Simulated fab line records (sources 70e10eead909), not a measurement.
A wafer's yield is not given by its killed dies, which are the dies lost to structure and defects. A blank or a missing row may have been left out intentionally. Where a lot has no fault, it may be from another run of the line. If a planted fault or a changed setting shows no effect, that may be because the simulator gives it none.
Which tool did it?    flow nand-harc    42 wafers from 15 lots sampled at 6 of the route's 1302 steps

## WHAT THE GAUGES READ, wafer by wafer
NHARC_A_SOURCE_PLATE_THK_MEAS_09: measures by ellipsometry.
lot   measured      on             thk-nm (nm)
L649  day 7 00:50   film-metro-02  9.1 10.9 8.8
L650  day 7 12:08   film-metro-02  8.9 10.7 9.6
L651  day 7 23:08   film-metro-01  9.8 9.0 8.7
L653  day 8 18:07   film-metro-01  7.9 10.0 10.4
L655  day 9 15:32   film-metro-01  10.4 10.7
L656  day 10 01:45  film-metro-02  10.7 9.0 10.6
L657  day 10 13:38  film-metro-02  9.9 9.8
L658  day 10 21:13  film-metro-01  10.9 10.7
L664  day 13 14:46  film-metro-01  8.3 8.8 10.0
L663  day 13 14:47  film-metro-01  9.6 9.4 8.9
L666  day 14 09:08  film-metro-01  10.8 9.6 9.5
L669  day 15 12:48  film-metro-01  11.2 8.8 9.2
L670  day 15 12:49  film-metro-01  9.9 8.8 11.0
L668  day 15 22:02  film-metro-01  10.0 9.0 8.8
L672  day 16 20:40  film-metro-01  8.7 9.6 10.1

NHARC_A_ONON_D1_THK_MEAS_18: measures by ellipsometry.
lot   measured      on             thk-nm (nm)
L649  day 8 02:21   film-metro-01  990 991 990
L650  day 8 11:56   film-metro-02  1016 1017 1015
L651  day 8 23:15   film-metro-02  995 997 995
L653  day 9 20:44   film-metro-02  999 999 1001
L655  day 10 14:38  film-metro-02  1002 1005
L656  day 11 06:57  film-metro-01  996 997 995
L657  day 11 14:01  film-metro-01  1024 1024
L658  day 11 22:10  film-metro-01  991 993
L664  day 14 14:00  film-metro-02  1010 1011 1008
L663  day 14 14:00  film-metro-01  1006 1008 1007
L666  day 15 08:37  film-metro-02  983 982 981
L669  day 16 12:43  film-metro-02  1004 1004 1004
L670  day 16 12:43  film-metro-02  1001 1002 1001
L668  day 17 04:25  film-metro-02  996 996 996
L672  day 17 19:49  film-metro-02  991 993 992

NHARC_A_ONON_D1_THK_MEAS_24: measures by ellipsometry.
lot   measured      on             thk-nm (nm)
L649  day 8 03:29   film-metro-02  985 987 986
L650  day 8 13:04   film-metro-01  995 995 993
L651  day 9 00:23   film-metro-02  998 1000 999
L653  day 9 21:51   film-metro-01  995 993 993
L655  day 10 15:46  film-metro-02  1535 989
L656  day 11 08:04  film-metro-01  1009 1009 1008
L657  day 11 15:09  film-metro-01  1547 1000
L658  day 11 23:17  film-metro-01  1553 1554
L664  day 14 15:08  film-metro-01  987 988 987
L663  day 14 15:08  film-metro-02  999 1002 1000
L666  day 15 09:45  film-metro-01  995 995 995
L669  day 16 13:59  film-metro-02  1001 997 1000
L670  day 16 13:51  film-metro-02  1029 1030 1028
L668  day 17 05:33  film-metro-01  997 996 993
L672  day 17 20:57  film-metro-02  984 983 983

NHARC_END_SORT_01.
lot   measured      on         killed-at-array  killed-at-other  killed-at-periphery  killed-dies  killed-open  killed-short
L651  day 26 10:19  prober-02  53 43 40         1 0 1            2 6 0                56 49 41     2 7 1        1 3 3
L655  day 26 12:50  prober-01  674 19           0 0              3 3                  677 22       9 2          0 5
L656  day 27 10:14  prober-01  72 60 76         2 2 1            1 2 6                75 64 83     2 1 3        2 1 3
L657  day 27 11:06  prober-02  671 42           2 5              4 4                  677 51       6 3          2 2
L658  day 28 12:40  prober-01  672 670          1 0              4 7                  677 677      3 4          1 2
L663  day 30 13:50  prober-01  46 31 36         2 0 0            2 2 2                50 33 38     1 1 4        3 5 0
L669  day 33 02:05  prober-01  52 62 72         0 1 0            3 3 3                55 66 75     3 2 6        2 0 1
L670  day 32 17:29  prober-01  44 47 51         1 1 0            5 2 7                50 50 58     2 1 4        4 1 3

## EACH LOT AND THE TOOL THAT RAN IT (in order: tool; ch and the chambers of the sampled wafers; start)
lot   NHARC_A_ONON_D1_DEP_22            NHARC_A_CHANNEL_HOLE_D1_DEP_00
L649  pecvd-onon-03 ch 0, day 8 02:58   acl-dep-01 ch 0, day 8 05:15
L650  pecvd-onon-04 ch 0, day 8 12:37   acl-dep-02 ch 0, day 8 15:08
L651  pecvd-onon-04 ch 0, day 8 23:52   acl-dep-03 ch 0, day 9 08:04
L653  pecvd-onon-01 ch 0, day 9 21:24   acl-dep-03 ch 0, day 9 23:54
L655  pecvd-onon-01 ch 0, day 10 15:19  acl-dep-03 ch 0, day 10 19:49
L656  pecvd-onon-03 ch 0, day 11 07:34  acl-dep-03 ch 0, day 11 13:39
L657  pecvd-onon-01 ch 0, day 11 14:42  acl-dep-01 ch 0, day 11 19:52
L658  pecvd-onon-01 ch 0, day 11 22:50  -
L664  pecvd-onon-03 ch 0, day 14 14:38  acl-dep-03 ch 0, day 14 17:35
L663  pecvd-onon-01 ch 0, day 14 14:44  acl-dep-01 ch 0, day 14 17:52
L666  pecvd-onon-01 ch 0, day 15 09:14  acl-dep-02 ch 0, day 15 13:23
L669  pecvd-onon-01 ch 0, day 16 13:32  acl-dep-02 ch 0, day 16 22:58
L670  pecvd-onon-04 ch 0, day 16 13:20  acl-dep-03 ch 0, day 16 22:22
L668  pecvd-onon-01 ch 0, day 17 05:02  acl-dep-03 ch 0, day 17 07:18
L672  pecvd-onon-04 ch 0, day 17 20:26  acl-dep-02 ch 0, day 17 22:51
- NHARC_A_ONON_D1_DEP_22: target thk 1000 nm.
- NHARC_A_CHANNEL_HOLE_D1_DEP_00: deposits aC, target thk 3100 nm.

## AS READ BY THE TOOLS THEMSELVES (means over the sampled wafers that have a number; for cases with no such wafer, the mark the record gives instead)
NHARC_A_CHANNEL_HOLE_D1_DEP_00.
lot   tool        throttle-valve-pct (%)
L649  acl-dep-01  35.002
L650  acl-dep-02  34.999
L651  acl-dep-03  35.001
L653  acl-dep-03  35.002
L655  acl-dep-03  35.019
L656  acl-dep-03  35.003
L657  acl-dep-01  34.994
L664  acl-dep-03  34.993
L663  acl-dep-01  35.003
L666  acl-dep-02  34.999
L669  acl-dep-02  34.996
L670  acl-dep-03  35.008
L668  acl-dep-03  35.008
L672  acl-dep-02  35.003

## THE ANSWER, worked out from the rows above alone
Rule: the lots themselves supply what counts as usual. Put in order of their means at a reading, lots are off if they are a third of the lots or fewer, leave a main group of 4 or more, and stand apart from it by a gap of 3 or more times the standard deviation of the main group's means; of several such gaps the widest counts. The tables above print the reading to a certain number of digits; a main group whose means all agree to those digits is not used. Also off: a lot with no number at a reading for which 4 or more lots have one. The other lots that the step has rows for count as sound. First the gauges in route order, then the tools' own readings, where a lot's mean is used as printed above. The first step at which some lot is off is used, and at that step the reading that is off furthest; a lot without a number counts as furthest.
Off: L655, L657, L658, at NHARC_A_ONON_D1_THK_MEAS_24 (thk-nm). The main group: mean 998 nm, standard deviation 12.
A tool fits if, at a process step before that reading, it ran every lot that is off, and no sound lot after the first of them. Those tools and the gauges at NHARC_A_ONON_D1_THK_MEAS_24 are tried in the same way. No candidate that was tried fits.

## WHAT HAD BEEN PUT IN BY THE SIMULATOR
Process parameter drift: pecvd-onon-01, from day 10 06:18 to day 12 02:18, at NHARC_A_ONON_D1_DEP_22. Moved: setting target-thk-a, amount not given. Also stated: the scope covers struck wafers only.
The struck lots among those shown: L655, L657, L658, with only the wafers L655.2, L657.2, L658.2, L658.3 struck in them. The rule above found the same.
